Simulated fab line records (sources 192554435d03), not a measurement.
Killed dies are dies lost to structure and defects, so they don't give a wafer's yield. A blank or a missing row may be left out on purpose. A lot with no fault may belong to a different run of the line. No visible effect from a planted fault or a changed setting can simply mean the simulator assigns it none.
Lot-split experiment / flow n5Finfet / 7 lots, 21 wafers read, on a route of 1938 steps

SPLIT DETAILS
At N5_BEOL_M12_SPUTTER_43 (material TaN, target thk 15 nm, time 24.19 s), the setting powerW was moved away from the recipe's 15000 W on 8 of the 21 wafers read, by -11.6% to +13.0%. All remaining wafers had this setting at the recipe value.

The reading comes from the split's own step.

THE READING
TaN_of_BEOL_M12_SPUTTER_43.thkNm (the simulator's own value, which no gauge read), in nm, at N5_BEOL_M12_SPUTTER_43 (material TaN, target thk 15 nm, time 24.19 s). The file gives no usual value for it. Across the 13 wafers here that went through the recipe, the average is 15.0 nm and the standard deviation 0.2 nm.

wafer=L075.1; tool, chamber at the split=pvdSputter-03, -; powerW as run, W=15000; against the recipe=recipe; TaN_of_BEOL_M12_SPUTTER_43.thkNm, nm=14.6; against lot-mates on the recipe=-
wafer=L075.3; tool, chamber at the split=pvdSputter-03, -; powerW as run, W=15000; against the recipe=recipe; TaN_of_BEOL_M12_SPUTTER_43.thkNm, nm=15; against lot-mates on the recipe=-
wafer=L075.4; tool, chamber at the split=pvdSputter-03, -; powerW as run, W=15000; against the recipe=recipe; TaN_of_BEOL_M12_SPUTTER_43.thkNm, nm=15.2; against lot-mates on the recipe=-
wafer=L079.1; tool, chamber at the split=pvdSputter-01, -; powerW as run, W=15930; against the recipe=+6.2%; TaN_of_BEOL_M12_SPUTTER_43.thkNm, nm=16; against lot-mates on the recipe=+1.0
wafer=L079.5; tool, chamber at the split=pvdSputter-01, -; powerW as run, W=15930; against the recipe=+6.2%; TaN_of_BEOL_M12_SPUTTER_43.thkNm, nm=16; against lot-mates on the recipe=+1.0
wafer=L079.2; tool, chamber at the split=pvdSputter-01, -; powerW as run, W=15000; against the recipe=recipe; TaN_of_BEOL_M12_SPUTTER_43.thkNm, nm=15; against lot-mates on the recipe=-
wafer=L082.1; tool, chamber at the split=pvdSputter-02, -; powerW as run, W=16950; against the recipe=+13.0%; TaN_of_BEOL_M12_SPUTTER_43.thkNm, nm=16.6; against lot-mates on the recipe=+1.8
wafer=L082.3; tool, chamber at the split=pvdSputter-02, -; powerW as run, W=15000; against the recipe=recipe; TaN_of_BEOL_M12_SPUTTER_43.thkNm, nm=14.8; against lot-mates on the recipe=-
wafer=L082.5; tool, chamber at the split=pvdSputter-02, -; powerW as run, W=16950; against the recipe=+13.0%; TaN_of_BEOL_M12_SPUTTER_43.thkNm, nm=16.8; against lot-mates on the recipe=+2.0
wafer=L083.1; tool, chamber at the split=pvdSputter-02, -; powerW as run, W=13960; against the recipe=-6.9%; TaN_of_BEOL_M12_SPUTTER_43.thkNm, nm=14; against lot-mates on the recipe=-0.8
wafer=L083.2; tool, chamber at the split=pvdSputter-02, -; powerW as run, W=15000; against the recipe=recipe; TaN_of_BEOL_M12_SPUTTER_43.thkNm, nm=14.8; against lot-mates on the recipe=-
wafer=L083.4; tool, chamber at the split=pvdSputter-02, -; powerW as run, W=13960; against the recipe=-6.9%; TaN_of_BEOL_M12_SPUTTER_43.thkNm, nm=13.8; against lot-mates on the recipe=-1.0
wafer=L087.1; tool, chamber at the split=pvdSputter-03, -; powerW as run, W=13260; against the recipe=-11.6%; TaN_of_BEOL_M12_SPUTTER_43.thkNm, nm=13.6; against lot-mates on the recipe=-1.8
wafer=L087.4; tool, chamber at the split=pvdSputter-03, -; powerW as run, W=15000; against the recipe=recipe; TaN_of_BEOL_M12_SPUTTER_43.thkNm, nm=15.4; against lot-mates on the recipe=-
wafer=L087.6; tool, chamber at the split=pvdSputter-03, -; powerW as run, W=13260; against the recipe=-11.6%; TaN_of_BEOL_M12_SPUTTER_43.thkNm, nm=13.4; against lot-mates on the recipe=-2.0
wafer=L096.1; tool, chamber at the split=pvdSputter-01, -; powerW as run, W=15000; against the recipe=recipe; TaN_of_BEOL_M12_SPUTTER_43.thkNm, nm=15; against lot-mates on the recipe=-
wafer=L096.5; tool, chamber at the split=pvdSputter-01, -; powerW as run, W=15000; against the recipe=recipe; TaN_of_BEOL_M12_SPUTTER_43.thkNm, nm=14.8; against lot-mates on the recipe=-
wafer=L096.6; tool, chamber at the split=pvdSputter-01, -; powerW as run, W=15000; against the recipe=recipe; TaN_of_BEOL_M12_SPUTTER_43.thkNm, nm=15.2; against lot-mates on the recipe=-
wafer=L097.1; tool, chamber at the split=pvdSputter-01, -; powerW as run, W=15000; against the recipe=recipe; TaN_of_BEOL_M12_SPUTTER_43.thkNm, nm=15; against lot-mates on the recipe=-
wafer=L097.5; tool, chamber at the split=pvdSputter-01, -; powerW as run, W=15000; against the recipe=recipe; TaN_of_BEOL_M12_SPUTTER_43.thkNm, nm=15; against lot-mates on the recipe=-
wafer=L097.6; tool, chamber at the split=pvdSputter-01, -; powerW as run, W=15000; against the recipe=recipe; TaN_of_BEOL_M12_SPUTTER_43.thkNm, nm=15; against lot-mates on the recipe=-

THE FIT
A straight line over all 21 wafers: TaN_of_BEOL_M12_SPUTTER_43.thkNm changes by +0.137 nm for each +1% of powerW; r = +0.98; the points scatter about the line by 0.19 nm.
The same after taking each lot's own level away (the mean of its wafers on the recipe; 21 wafers): +0.152 nm for each +1%; r = +0.99; scatter 0.15 nm.
The reading moves by 2 nm for the largest change in powerW, on that fit.
Across the lots, their own levels run from 14.80 to 15.40 nm, a range of 3.0 times the standard deviation given above.
The two slopes agree, so the slope changes little with the lot-to-lot level.
Check: for one of the wafers moved furthest among these (+13.0%), held out of the fit, the line's prediction against its lot-mates is +2.03 nm. It came out at +1.8 nm against them.

ADDITIONAL SPLITS CARRIED BY THESE WAFERS
Note: prior to the reading, these wafers also went through further splits. Each is held against what the fit with the lots' levels taken away leaves over:
other split on the same wafers=N5_BEOL_M9_HM_STRIP_39 timeS; wafers away from the commonest value=15; r with TaN_of_BEOL_M12_SPUTTER_43.thkNm (lot level and that fit taken away)=-0.31
other split on the same wafers=N5_BEOL_M11_COAT_63 spinRpm; wafers away from the commonest value=4; r with TaN_of_BEOL_M12_SPUTTER_43.thkNm (lot level and that fit taken away)=-0.08
other split on the same wafers=N5_BEOL_M11_ETCH_66 timeS; wafers away from the commonest value=6; r with TaN_of_BEOL_M12_SPUTTER_43.thkNm (lot level and that fit taken away)=-0.12

THE FILE'S OWN FIT
TaN_of_BEOL_M12_SPUTTER_43.thkNm changes by +0.152 nm for each +1% of powerW, r = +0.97.
